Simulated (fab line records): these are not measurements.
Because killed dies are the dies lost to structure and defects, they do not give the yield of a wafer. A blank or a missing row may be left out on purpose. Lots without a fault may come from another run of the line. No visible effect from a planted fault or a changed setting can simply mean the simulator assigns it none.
Comparing a struck lot with a sound one    flow n5Finfet    37 steps out of a route of 1938
Sound: wafers L662.2, L662.3, L662.6. Struck: wafer L655.2 (left out: L655.4, L655.5 of the same lot, which were not struck); the cause appears at the end.
Order at every step that has rows: each side's tool, ch and its chambers, its first start. Under that, the readings that differ: sound wafers    struck wafers    difference of the means    sigmas: that difference in standard deviations of wafers without a fault.
alike: a reading whose means differ by less than 2 such deviations, as well as words and numbers matching on both sides. not compared: withheld readings; readings where some wafer has no value; bounds like >300 that might hide an equal value; numbers whose values overlap and for which the record gives no deviation.
The two part at a step that has a row with sigmas, a row that says differs or no value, or rows on one side only. When numbers do not overlap yet have no deviation, they are printed without sigmas and do not part them. Lack of a reading on every wafer of one side parts them only where that side has two or more wafers.

first, 9 steps without rows for these wafers: N5_PMOS_HMC_CHANNEL_EPI_EXPOSE_06 (exposes mask PMOS HMC BLK, target cd 240 nm); N5_PMOS_HMC_CHANNEL_EPI_PEB_07 (peb time 60 s); N5_PMOS_HMC_CHANNEL_EPI_DEVELOP_08 (develop time 30 s); N5_PMOS_HMC_CHANNEL_EPI_DESCUM_14 (chemistry O2, time 7.9 s); N5_PMOS_HMC_CHANNEL_EPI_ETCH_32 (etches BARC in N2/H2, stops on SiO2, target depth 85.8 nm, time 50.3 s); N5_PMOS_HMC_CHANNEL_EPI_HM_OPEN_15 (chemistry CHF3/O2, target SiO2, target depth 40.6 nm, time 20.3 s); N5_PMOS_HMC_CHANNEL_EPI_STRIP_33 (strips in N2/H2); N5_PMOS_HMC_CHANNEL_EPI_STRIP_17 (strips in SPM, time 750 s); N5_PMOS_HMC_CHANNEL_EPI_ETCH_38 (etches SiO2 in CF4, target depth 1.5 nm).
N5_PMOS_HMC_CHANNEL_EPI_FIN_RECESS_16: chemistry HBr/Cl2, target Si, target depth 54 nm, time 18 s.
  sound on rieSi-01 ch 1,3, day 7 06:14; struck on rieSi-03 ch 0, day 5 11:41
reading                                                  sound              struck  difference  sigmas
oesProductAu (a.u.)                                      1.037 0.997 0.993  1.223   +0.214      +12
model.PMOS_HMC_CHANNEL_EPI.featureDepthNm (nm)           55.12 53.28 53.02  74.17   +20.36      
model.etch.depthNm (nm)                                  55.12 53.28 53.02  74.17   +20.36      
model.SiO2_of_PMOS_HMC_CHANNEL_EPI_HM_DEP_34.thkNm (nm)  30.81 30.64 31.49  28.34   -2.64       
  alike: drypumpMotorCurrentA, throttleValvePct
  not compared: rfHoursCounterH
then, 1 step without rows for these wafers: N5_PMOS_HMC_CHANNEL_EPI_PRECLEAN_36 (cleans in O3/DIW, time 45 s).
N5_PMOS_HMC_CHANNEL_EPI_PRECLEAN_18: cleans in DHF, time 30 s.
  sound on wetBench-06 ch 2,3,4, day 7 06:21; struck on wetBench-06 ch 0, day 5 11:48
reading                                                  sound              struck  difference  sigmas
model.SiO2_of_PMOS_HMC_CHANNEL_EPI_HM_DEP_34.thkNm (nm)  25.19 24.99 25.88  22.76   -2.59       
then, 5 steps without rows for these wafers: N5_PMOS_HMC_CHANNEL_EPI_SRD_19 (time 30 s); N5_PMOS_HMC_CHANNEL_EPI_EPI_20 (deposits SiGe30, target thk 59 nm); N5_PMOS_HMC_CHANNEL_EPI_HM_STRIP_35 (strips SiO2 in dHF, material SiO2, target depth 39.6 nm, time 216 s); N5_PMOS_HMC_CHANNEL_EPI_SRD_39 (time 30 s); N5_PMOS_HMC_CHANNEL_EPI_CMP_21 (polishes SiGe30, target thk 54 nm).
N5_PMOS_HMC_CHANNEL_EPI_THK_MEAS_22:
  struck on filmMetro-01, day 5 13:29; sound on filmMetro-02, day 7 08:02
reading           sound           struck  difference  sigmas
HMC_CMP_THK (nm)  55.2 53.3 53.1  60.2    +6.3        +7
then, 17 steps without rows for these wafers: N5_PMOS_HMC_CHANNEL_EPI_PRECLEAN_40 (cleans in DHF, time 30 s); N5_PMOS_HMC_CHANNEL_EPI_PRECLEAN_37 (cleans in O3/DIW, time 45 s); N5_PMOS_HMC_CHANNEL_EPI_PRECLEAN_24 (cleans in DHF, time 30 s); N5_PMOS_HMC_CHANNEL_EPI_SRD_25 (time 30 s); N5_PMOS_HMC_CHANNEL_EPI_EPI_26 (deposits Si from SiH4/H2, target thk 3.8 nm, time 22.7 s); N5_FIN_SAQP_PRECLEAN_42 (cleans in O3/DIW, time 60 s); N5_FIN_SAQP_PRECLEAN_00 (cleans in SC1, time 60 s); N5_FIN_SAQP_PRECLEAN_44 (cleans in SC2, time 45 s); N5_FIN_SAQP_SRD_01 (time 30 s); N5_FIN_SAQP_ALD_61 (deposits SiO2, target thk 4 nm, pulse time 1 s, purge time 2 s); N5_FIN_SAQP_DENSIFY_62 (time 60 s); N5_FIN_SAQP_HM_DEP_03 (deposits SiNx from SiH4/NH3/N2, target thk 38 nm, time 33.6 s); N5_FIN_SAQP_PECVD_47 (deposits a-Si from SiH4/He, target thk 45 nm, time 36.3 s); N5_FIN_SAQP_PECVD_48 (deposits SiNx from SiH4/NH3/N2, target thk 25 nm, time 22.1 s); N5_FIN_SAQP_PECVD_06 (deposits a-Si from SiH4/He, target thk 60 nm, time 48.1 s); N5_FIN_SAQP_HM_DEP_72 (deposits SiO2 from SiH4/N2O, target thk 12 nm, time 7.2 s); N5_FIN_SAQP_COAT_49 (time 60 s, resist thk 100 nm).
-- a jump in the record: the struck wafers' starts before and after are 7 days apart (it breaks off in module FIN_SAQP and resumes in module BEOL_M4, where the first step shown is number 1111 of the route) --
N5_BEOL_M4_RC_MEAS_101:
  sound on prober-02 ch 0, day 13 19:24; struck on prober-02 ch 0, day 12 12:35
reading            sound           struck  difference  sigmas
RS_NWELL (ohm/sq)  1029 1029 1027  1060    +32         +5
  alike: DIBL_N, IOFF_N, ION_N, SS_N, VT_N
  not compared: CJ_P, DIBL_P, EOT_P, IGATE_P, IOFF_P, IOFF_P_85C, IOFF_P_LIN, IOFF_P_LONG, ION_P, RC_DENSE_P, RC_P, REXT_P, RS_SD_P, SS_P, VT_P, VT_P_LONG, VT_P_LVT
-- record jumps: 5 days separate the struck wafers' starts on either side; left off in module BEOL_M4, taken up again in module PASSIVATION, whose first shown step is the route's number 1936 --
N5_PASSIVATION_PROBE_49:
  struck on prober-02, day 17 07:07; sound on prober-01, day 18 06:29
reading                  sound           struck  difference  sigmas
killedShort              52 41 34        20      -22         -3
sort_bin_4_leakage (%)   0 0 0           91.69   +91.69      
sort_bin_5_function (%)  6.0 6.1 6.2     3.9     -2.2        -2
sortNPass                1043 1070 1056  0       -1056       -59
sortYieldPct (%)         88.4 90.7 89.5  0       -90         -60
  alike: defectLimitedYield, killed_at_M0_to_M3, killed_at_M4_up, killedAtContacts, killedAtFrontEnd, killedAtOther, killedDies, killedOnRim, killedOpen, sort_bin_6_memory

WHERE THEY PART
Last at N5_PASSIVATION_PROBE_49 as far as this record goes, first at N5_PMOS_HMC_CHANNEL_EPI_FIN_RECESS_16.

WHY: what had been put in by the simulator
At N5_PMOS_HMC_CHANNEL_EPI_FIN_RECESS_16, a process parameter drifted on rieSi-03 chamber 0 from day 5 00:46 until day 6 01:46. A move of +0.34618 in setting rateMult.
